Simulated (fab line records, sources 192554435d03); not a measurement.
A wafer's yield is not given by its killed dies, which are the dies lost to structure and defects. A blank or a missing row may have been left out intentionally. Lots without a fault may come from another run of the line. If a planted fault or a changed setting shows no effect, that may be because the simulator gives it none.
Which tool is to blame?	flow n5_finfet	10 lots with 30 wafers sampled at 5 steps, on a route of 1938 steps

== WHAT THE GAUGES READ, wafer by wafer ==
N5_BEOL_M15_CD_MEAS_28 targets a cd of 407.6 nm. Usual: cd_nm reads 406.9 nm (standard deviation 1.9).
lot	measured	on	cd_nm (nm)	flag
L746	day 11 04:23	cd_sem-03	405.2 404.8 405.1	
L747	day 11 17:59	cd_sem-02	403.7 404.7 402.6	
L749	day 11 23:37	cd_sem-03	409.1 408.2 408.4	
L750	day 12 00:32	cd_sem-01	403.4 404.8 405.5	
L757	day 14 04:05	cd_sem-01	405.6 406.7 403.8	
L758	day 14 18:28	cd_sem-02	409.0 406.9 407.7	
L765	day 16 02:16	cd_sem-02	406.5 405.7 406.8	
L767	day 16 23:50	cd_sem-01	408.6 407.2 409.3	
L769	day 17 06:58	cd_sem-03	407.6 407.0 407.2	
L768	day 17 12:59	cd_sem-02	408.5 407.7 407.3	

N5_MIM_TOP_LITHO_INSPECT_12: inspects for defects (macro). Usual: raw_defect_count reads 2.2 (standard deviation 1.5).
lot	measured	on	raw_defect_count	flag
L746	day 11 15:35	defect_inspect-02	0 2 2	
L747	day 12 00:11	defect_inspect-01	6 1 2	
L749	day 12 05:06	defect_inspect-02	0 3 3	
L750	day 12 08:12	defect_inspect-02	1 1 0	
L757	day 14 14:41	defect_inspect-02	>300 3 4	
L758	day 15 01:04	defect_inspect-01	>300 3 0	
L765	day 16 08:26	defect_inspect-02	4 5 4	
L767	day 17 07:40	defect_inspect-01	1 1 3	
L769	day 17 15:47	defect_inspect-02	2 3 0	
L768	day 17 20:35	defect_inspect-01	3 3 1	

== WHAT TOOL EACH LOT RAN ON (gives the tool, then ch and the chambers of the sampled wafers, and finally the start) ==
lot	N5_BEOL_M15_DESCUM_33	N5_BEOL_M15_SPUTTER_45	N5_MIM_TOP_ALD_01
L746	rie_diel-06 ch 0,1,3, day 11 04:58	pvd_sputter-03, day 11 07:50	ald_hk-02 ch 1,2, day 11 14:00
L747	rie_diel-06 ch 0,1,3, day 11 18:17	pvd_sputter-03, day 11 20:29	ald_hk-01 ch 0,1,2, day 11 23:00
L749	rie_diel-06 ch 1,2,3, day 11 23:44	pvd_sputter-03, day 12 00:44	ald_hk-02 ch 2,3, day 12 03:00
L750	rie_diel-03 ch 0,2, day 12 00:38	pvd_sputter-03, day 12 03:10	ald_hk-02 ch 0,1, day 12 06:00
L757	rie_diel-03 ch 0,1,2, day 14 04:14	pvd_sputter-03, day 14 09:30	ald_hk-02 ch 0,1,3, day 14 11:00
L758	rie_diel-05 ch 1,2,3, day 14 18:35	pvd_sputter-01, day 14 21:13	ald_hk-02 ch 1,2,3, day 15 00:00
L765	rie_diel-05 ch 0,1,3, day 16 02:22	pvd_sputter-03, day 16 04:59	ald_hk-03 ch 0,1,2, day 16 07:00
L767	rie_diel-05 ch 2,3, day 16 23:55	pvd_sputter-01, day 17 02:50	ald_hk-03 ch 0,2,3, day 17 05:00
L769	rie_diel-06 ch 0,2, day 17 07:21	pvd_sputter-03, day 17 11:49	ald_hk-01 ch 0,2,3, day 17 14:00
L768	rie_diel-05 ch 0,2, day 17 13:19	pvd_sputter-02, day 17 14:54	ald_hk-03 ch 0,1,3, day 17 17:00
- N5_BEOL_M15_DESCUM_33: chemistry O2, time 7.9 s.
- N5_BEOL_M15_SPUTTER_45: material Cu, target thk 100 nm, time 16.67 s.
- N5_MIM_TOP_ALD_01: deposits HfO2, target thk 5.6 nm, pulse time 1 s, purge time 3 s.

== AS READ BY THE TOOLS THEMSELVES (means over the sampled wafers that have a number; for cases with no such wafer, the mark the record gives instead) ==
N5_BEOL_M15_DESCUM_33. Usual: drypump_motor_current_A 5.5 A, standard deviation 0.51; oes_product_au 0.78 a.u., standard deviation 0.084; rf_vpp_V 243.1 V, standard deviation 1.4; showerhead_plenum_p_Torr 2.09 Torr, standard deviation 0.066; throttle_valve_pct 20.43 %, standard deviation 0.25.
lot	tool	drypump_motor_current_A (A)	oes_product_au (a.u.)	rf_vpp_V (V)	showerhead_plenum_p_Torr (Torr)	throttle_valve_pct (%)	flag
L746	rie_diel-06	5.9	0.81	243.1	2.08	20.46	
L747	rie_diel-06	5.9	0.80	243.0	2.08	20.46	
L749	rie_diel-06	5.9	0.80	243.7	2.08	20.51	
L750	rie_diel-03	5.1	0.75	243.3	2.12	20.29	
L757	rie_diel-03	5.1	0.74	243.9	2.11	20.30	
L758	rie_diel-05	5.7	0.83	244.0	2.14	20.47	
L765	rie_diel-05	5.4	0.75	244.1	2.14	20.40	
L767	rie_diel-05	5.8	0.82	242.7	2.08	20.48	
L769	rie_diel-06	5.6	0.69	240.9	1.99	20.85	
L768	rie_diel-05	5.8	0.82	242.0	2.05	20.38	

N5_BEOL_M15_SPUTTER_45. Usual: chamber_pressure_pa 0.12999 Pa, standard deviation 0.00024; chuck_sensor_temp_C -16.0 C, standard deviation 0.57; throttle_valve_pct 29.5 %, standard deviation 0.89.
lot	tool	chamber_pressure_pa (Pa)	chuck_sensor_temp_C (C)	throttle_valve_pct (%)	flag
L746	pvd_sputter-03	0.12973	-15.6	29.5	
L747	pvd_sputter-03	0.13019	-15.7	29.5	
L749	pvd_sputter-03	0.13009	-15.8	29.2	
L750	pvd_sputter-03	0.13007	-15.5	29.5	
L757	pvd_sputter-03	0.13007	-15.7	29.6	
L758	pvd_sputter-01	0.12985	-16.3	30.7	
L765	pvd_sputter-03	0.13016	-15.2	29.1	
L767	pvd_sputter-01	0.12986	-16.3	30.1	
L769	pvd_sputter-03	0.12993	-15.7	29.1	
L768	pvd_sputter-02	0.12999	-15.9	29.7	

N5_MIM_TOP_ALD_01. Usual: precursor_pulse_height_rel reads 1.001 (standard deviation 0.019).
lot	tool	precursor_pulse_height_rel	flag
L746	ald_hk-02	1.018	
L747	ald_hk-01	0.999	
L749	ald_hk-02	0.989	
L750	ald_hk-02	1.020	
L757	ald_hk-02	1.015	
L758	ald_hk-02	1.020	
L765	ald_hk-03	0.996	
L767	ald_hk-03	0.995	
L769	ald_hk-01	0.995	
L768	ald_hk-03	0.992	

== THE ANSWER, worked out from the rows above alone ==
Rule: a lot counts as off when the mean over its wafers that have a number is more than 3 standard deviations away from the usual mean. A lot without any number at a reading at which 4 lots or more have one is off too. The other lots that the step has rows for count as sound. After the gauges, taken in route order, come the tools' own readings; for these a lot's mean is taken, as printed above. The first step at which some lot is off is used, and at that step the reading that is off furthest; a lot without a number counts as furthest.
No lot is off at any reading shown: from this, nothing can be told.

== WHAT THE SIMULATOR PUT IN ==
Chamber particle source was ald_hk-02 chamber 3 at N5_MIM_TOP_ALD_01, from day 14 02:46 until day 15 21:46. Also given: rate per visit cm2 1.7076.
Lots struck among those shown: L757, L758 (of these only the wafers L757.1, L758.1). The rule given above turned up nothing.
